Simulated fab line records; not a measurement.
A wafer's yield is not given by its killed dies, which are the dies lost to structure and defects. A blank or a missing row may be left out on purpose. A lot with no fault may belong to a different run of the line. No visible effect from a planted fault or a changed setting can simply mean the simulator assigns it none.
A lot that was struck, set against a sound lot ; flow nand harc ; 39 steps out of a route of 1159
Sound: these wafers, L490.1, L490.3, L490.4. Struck: wafer L503.3 (L503.2, L503.5, from the same lot, were not struck and are left out); the cause is given at the end.
Each step with rows lists, per side, the tool, then ch with its chambers, then its first start. Under that, the readings that differ: sound wafers ; struck wafers ; difference of the means ; sigmas: that difference in standard deviations of wafers without a fault.
alike: a reading whose means differ by less than 2 such deviations, as well as words and numbers matching on both sides. not compared: withheld readings; readings where some wafer has no value; bounds like >300 that might hide an equal value; numbers whose values overlap and for which the record gives no deviation.
Wherever a step has rows on one side only, a row that says differs or no value, or a row with sigmas, the two part there. Non-overlapping numbers with no deviation appear without sigmas and do not part them. A reading missing from all wafers of one side parts the sides only when that side holds two or more wafers.

NHARC_P_M1_OVL_MEAS_10: pitch 260 nm.
  struck on overlay-01, day 10 09:46; sound on overlay-01, day 7 03:41
reading;sound;struck;difference;sigmas
overlay x nm (nm);-1.2 -2.0 -1.0;0.5;+1.9;+2
  alike: overlay y nm
NHARC_P_M1_INSPECT_11:
  struck on defect inspect-01, day 10 09:48; sound on defect inspect-01, day 7 03:43
  alike: raw defect count
then, 3 steps without rows for these wafers: NHARC_P_M1_DESCUM_14 (chemistry O2, time 3 s); NHARC_P_M1_ETCH_35 (etches the open film in N2/H2, target depth 40 nm, overetch 12 nm, time 43.94 s); NHARC_P_M1_ETCH_15 (etches the open film in C4F8/Ar, target depth 182.5 nm, time 91.2 s).
NHARC_P_M1_CD_MEAS_16:
  struck on cd sem-01, day 10 10:10; sound on cd sem-01, day 7 04:05
  alike: cd nm
then, 3 steps without rows for these wafers: NHARC_P_M1_STRIP_18 (strips in N2/H2); NHARC_P_M1_ETCH_28 (etches the open film in CF4/N2, target depth 30 nm, time 72.99 s); NHARC_P_M1_STRIP_19 (strips in post etch residue remover, time 600 s).
NHARC_P_M1_DEGAS_29: time 60 s.
  struck on pvd sputter-02, day 10 10:54; sound on pvd sputter-02, day 7 04:47
  alike: heater power w
NHARC_P_M1_PRE_CLEAN_30: time 30 s.
  sound on pvd sputter-02; struck on pvd sputter-02
  alike: heater power w
then, 1 step without rows for these wafers: NHARC_P_M1_PVD_20 (deposits TaN, target thk 5 nm, time 8.06 s).
NHARC_P_M1_PVD_21: deposits Cu, target thk 30 nm, time 20.49 s.
  struck on pvd sputter-02, day 10 11:07; sound on pvd sputter-02, day 7 05:02
  alike: throttle valve pct
then, 1 step without rows for these wafers: NHARC_P_M1_ECD_22 (material Cu, target thk 400 nm).
NHARC_P_M1_ANNEAL_31: time 90 s.
  sound on rtp anneal-01 ch 0, day 7 05:32; struck on rtp anneal-02 ch 0, day 10 11:41
  alike: wafer_temp_C_max
then, 2 steps without rows for these wafers: NHARC_P_M1_CMP_23 (polishes, t overpolish 20 s, target thk 157.82 nm); NHARC_P_M1_SRD_25.
NHARC_P_M1_PRE_CLEAN_32: time 12 s.
  sound on pecvd-03 ch 0,1, day 7 06:26; struck on pecvd-03 ch 1, day 10 12:35
  alike: heater power w
NHARC_P_M1_DEP_33: deposits SiCN, target thk 30 nm.
  sound on pecvd-03 ch 0,1, day 7 06:31; struck on pecvd-03 ch 1, day 10 12:40
  alike: chamber pressure Torr, heater power w, showerhead vpp V
then, 10 steps without rows for these wafers: NHARC_P_M2_DEP_00 (deposits SiOC, target thk 182.5 nm); NHARC_P_M2_DEHYDRATE_01 (time 120 s); NHARC_P_M2_HMDS_02 (time 30 s); NHARC_P_M2_COAT_34 (time 65 s); NHARC_P_M2_COAT_03 (resist thk 90 nm); NHARC_P_M2_SOFTBAKE_04 (time 55 s); NHARC_P_M2_EBR_05; NHARC_P_M2_EXPOSE_06 (exposes mask P M2, target cd 170 nm); NHARC_P_M2_PEB_07 (peb time 65 s); NHARC_P_M2_DEVELOP_08 (develop time 35 s).
NHARC_P_M2_CD_MEAS_09: the cd target is 170 nm.
  sound on cd sem-02 ch 0, day 7 07:53; struck on cd sem-02 ch 0, day 10 13:53
reading;sound;struck;difference;sigmas
cd nm (nm);168.9 168.5 169.4;170.3;+1.4;+2
NHARC_P_M2_OVL_MEAS_10: pitch 340 nm.
  struck on overlay-02, day 10 13:59; sound on overlay-01, day 7 07:58
reading;sound;struck;difference;sigmas
overlay x nm (nm);0.2 0.3 0.9;-1.4;-1.9;-3
overlay y nm (nm);-0.2 -0.7 -0.9;1.9;+2.5;+3
then, 3 steps without rows for these wafers: NHARC_P_M2_DESCUM_14 (chemistry O2, time 3 s); NHARC_P_M2_ETCH_35 (etches the open film in N2/H2, target depth 40 nm, overetch 12 nm, time 43.94 s); NHARC_P_M2_ETCH_15 (etches the open film in C4F8/Ar, target depth 182.5 nm, time 91.2 s).
NHARC_P_M2_CD_MEAS_16:
  struck on cd sem-02, day 10 14:23; sound on cd sem-03, day 7 08:25
reading;sound;struck;difference;sigmas
cd nm (nm);169.4 167.8 169.2;170.9;+2.1;+3
then, 3 steps without rows for these wafers: NHARC_P_M2_STRIP_18 (strips in N2/H2); NHARC_P_M2_ETCH_28 (etches the open film in CF4/N2, target depth 30 nm, time 72.99 s); NHARC_P_M2_STRIP_19 (strips in post etch residue remover, time 600 s).
-- jump in the record: it breaks off in module P_M2 and resumes in module END (first step shown: number 1159 of the route), and 13 days separate the struck wafers' starts before and after --
NHARC_END_SORT_01:
  sound on prober-01 ch 0, day 20 14:18; struck on prober-02 ch 0, day 24 00:12
reading;sound;struck;difference;sigmas
defect limited yield (%);94.7 95.7 94.1;80.5;-14.3;-9
killed at periphery;5 0 3;89;+86;+38
killed dies;36 29 40;132;+97;+9
sort_bin_2_pct (%);2.2 1.8 1.9;8.4;+6.4;+10
sort_bin_3_pct (%);0.15 0.44 0;4.73;+4.53;+22
sort_bin_4_pct (%);3.0 2.1 4.0;6.4;+3.4;+3
sort n pass;641 648 637;545;-97;-9
sort rim yield pct (%);92 92 93;72;-20;-6
sort yield pct (%);94.7 95.7 94.1;80.5;-14.3;-9
  alike: killed at array, killed at other, killed open, killed short

== WHERE THEY PART ==
At NHARC_P_M1_OVL_MEAS_10 first; at NHARC_END_SORT_01 last (within this record only).

WHY: whatever the simulator had introduced
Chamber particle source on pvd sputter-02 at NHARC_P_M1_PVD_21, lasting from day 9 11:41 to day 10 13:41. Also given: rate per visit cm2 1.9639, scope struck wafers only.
